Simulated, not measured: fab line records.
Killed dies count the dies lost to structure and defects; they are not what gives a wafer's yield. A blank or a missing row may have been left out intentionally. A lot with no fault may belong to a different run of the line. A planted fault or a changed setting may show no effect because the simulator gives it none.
Commonality check across tools :: flow n5-finfet :: 8 lots, 23 wafers sampled

WHY THIS WAS OPENED
On 3 of the 8 lots, a flag is raised at N5_FIN_CUT_INSPECT_10 on the reading raw-defect-count. Wafers without a fault read 46, standard deviation 12.
Rule: flag the lot when none of its wafers has a number, or when each of its wafers that has one lies beyond 4 standard deviations from that mean. As for the other lots, they are considered sound.

lot: L926
measured: day 2 08:35
on: defect-inspect-01
raw-defect-count, wafer by wafer: 36 55 36
flag: 

lot: L932
measured: day 3 21:31
on: defect-inspect-02
raw-defect-count, wafer by wafer: 44 38 48
flag: 

lot: L934
measured: day 4 10:13
on: defect-inspect-01
raw-defect-count, wafer by wafer: 32 56
flag: 

lot: L936
measured: day 5 00:18
on: defect-inspect-01
raw-defect-count, wafer by wafer: 47 46 46
flag: 

lot: L943
measured: day 6 14:42
on: defect-inspect-01
raw-defect-count, wafer by wafer: 288 302 302
flag: FLAGGED

lot: L944
measured: day 6 23:05
on: defect-inspect-02
raw-defect-count, wafer by wafer: 312 282 339
flag: FLAGGED

lot: L945
measured: day 7 03:46
on: defect-inspect-02
raw-defect-count, wafer by wafer: 64 51 67
flag: 

lot: L946
measured: day 7 09:16
on: defect-inspect-01
raw-defect-count, wafer by wafer: 299 285 277
flag: FLAGGED
The numbers of the flagged lots are 298 on average: +252 against the usual, or +21 standard deviations.

WHICH TOOL RAN EACH LOT
The record holds 3 process steps before the reading, out of a route of 1938 steps. Read each cell as the tool, then ch plus the chambers that the sampled wafers visited, then the start.
lot: L926
flag: 
N5_FIN_SAQP_HM_DEP_03: pecvd-04 ch 0,1,2, day 2 02:59
N5_FIN_SAQP_ETCH_65: rie-si-04 ch 0,1,3, day 2 06:01
N5_FIN_SAQP_ETCH_69: rie-diel-01 ch 0,1, day 2 06:39

lot: L932
flag: 
N5_FIN_SAQP_HM_DEP_03: pecvd-04 ch 0,2, day 3 14:52
N5_FIN_SAQP_ETCH_65: rie-si-04 ch 0,1,2, day 3 18:50
N5_FIN_SAQP_ETCH_69: rie-diel-02 ch 0,3, day 3 19:34

lot: L934
flag: 
N5_FIN_SAQP_HM_DEP_03: pecvd-04 ch 1,2, day 4 04:23
N5_FIN_SAQP_ETCH_65: rie-si-02 ch 0,1, day 4 07:43
N5_FIN_SAQP_ETCH_69: rie-diel-01 ch 1, day 4 08:16

lot: L936
flag: 
N5_FIN_SAQP_HM_DEP_03: pecvd-04 ch 0,2, day 4 16:18
N5_FIN_SAQP_ETCH_65: rie-si-04 ch 0,1,2, day 4 19:34
N5_FIN_SAQP_ETCH_69: rie-diel-02 ch 1,2, day 4 20:08

lot: L943
flag: FLAGGED
N5_FIN_SAQP_HM_DEP_03: pecvd-04 ch 0,1,2, day 6 08:55
N5_FIN_SAQP_ETCH_65: rie-si-01 ch 0,1,3, day 6 12:10
N5_FIN_SAQP_ETCH_69: rie-diel-01 ch 0,1, day 6 12:46

lot: L944
flag: FLAGGED
N5_FIN_SAQP_HM_DEP_03: pecvd-04 ch 1,2, day 6 16:45
N5_FIN_SAQP_ETCH_65: rie-si-04 ch 1,2,3, day 6 20:38
N5_FIN_SAQP_ETCH_69: rie-diel-04 ch 0,1,2, day 6 21:11

lot: L945
flag: 
N5_FIN_SAQP_HM_DEP_03: pecvd-02 ch 0,1,2, day 6 21:36
N5_FIN_SAQP_ETCH_65: rie-si-01 ch 0,2, day 7 00:49
N5_FIN_SAQP_ETCH_69: rie-diel-04 ch 1,2,3, day 7 01:26

lot: L946
flag: FLAGGED
N5_FIN_SAQP_HM_DEP_03: pecvd-04 ch 0,1,2, day 7 03:32
N5_FIN_SAQP_ETCH_65: rie-si-01 ch 1,2,3, day 7 06:34
N5_FIN_SAQP_ETCH_69: rie-diel-02 ch 0,2,3, day 7 07:07
What is done by these steps:
- N5_FIN_SAQP_HM_DEP_03: deposits SiNx from SiH4/NH3/N2, target thk 38 nm, time 33.6 s.
- N5_FIN_SAQP_ETCH_65: etches SiO2 in CF4, target depth 4 nm, time 4.4 s.
- N5_FIN_SAQP_ETCH_69: etches SOC in N2/H2, stops on SiNx, target depth 150 nm.
- N5_FIN_CUT_INSPECT_10: inspects for defects (brightfield).

FLAGGED AGAINST TOTAL, ONE TOOL AT A TIME (gauges that did the reading follow at the end)
step: N5_FIN_SAQP_HM_DEP_03
tool: pecvd-02
lots run: 1
flagged: 0
share of the flagged lots: none
sound lots run after its first flagged lot: -

step: N5_FIN_SAQP_HM_DEP_03
tool: pecvd-04
lots run: 7
flagged: 3
share of the flagged lots: all
sound lots run after its first flagged lot: 0

step: N5_FIN_SAQP_ETCH_65
tool: rie-si-01
lots run: 3
flagged: 2
share of the flagged lots: some
sound lots run after its first flagged lot: 1 (L945)

step: N5_FIN_SAQP_ETCH_65
tool: rie-si-02
lots run: 1
flagged: 0
share of the flagged lots: none
sound lots run after its first flagged lot: -

step: N5_FIN_SAQP_ETCH_65
tool: rie-si-04
lots run: 4
flagged: 1
share of the flagged lots: some
sound lots run after its first flagged lot: 0

step: N5_FIN_SAQP_ETCH_69
tool: rie-diel-01
lots run: 3
flagged: 1
share of the flagged lots: some
sound lots run after its first flagged lot: 0

step: N5_FIN_SAQP_ETCH_69
tool: rie-diel-02
lots run: 3
flagged: 1
share of the flagged lots: some
sound lots run after its first flagged lot: 0

step: N5_FIN_SAQP_ETCH_69
tool: rie-diel-04
lots run: 2
flagged: 1
share of the flagged lots: some
sound lots run after its first flagged lot: 1 (L945)

step: N5_FIN_CUT_INSPECT_10
tool: defect-inspect-01
lots run: 5
flagged: 2
share of the flagged lots: some
sound lots run after its first flagged lot: 0

step: N5_FIN_CUT_INSPECT_10
tool: defect-inspect-02
lots run: 3
flagged: 1
share of the flagged lots: some
sound lots run after its first flagged lot: 1 (L945)

WHAT THE TABLE PERMITS
1 row of the table ran every flagged lot: pecvd-04 at N5_FIN_SAQP_HM_DEP_03.
- pecvd-04 at N5_FIN_SAQP_HM_DEP_03 ran 7 lots, 3 of them flagged. It ran its last sound lot, L936, at day 4 16:18 and its first flagged lot, L943, at day 6 08:55: a fault with its onset between the two fits.
Just one tool remains: pecvd-04 at N5_FIN_SAQP_HM_DEP_03.

WHAT THE SIMULATOR PUT IN
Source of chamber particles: pecvd-04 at N5_FIN_SAQP_HM_DEP_03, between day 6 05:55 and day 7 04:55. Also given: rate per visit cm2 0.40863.
Lots struck among those shown: L943, L944, L946. The rule given above showed the same thing.
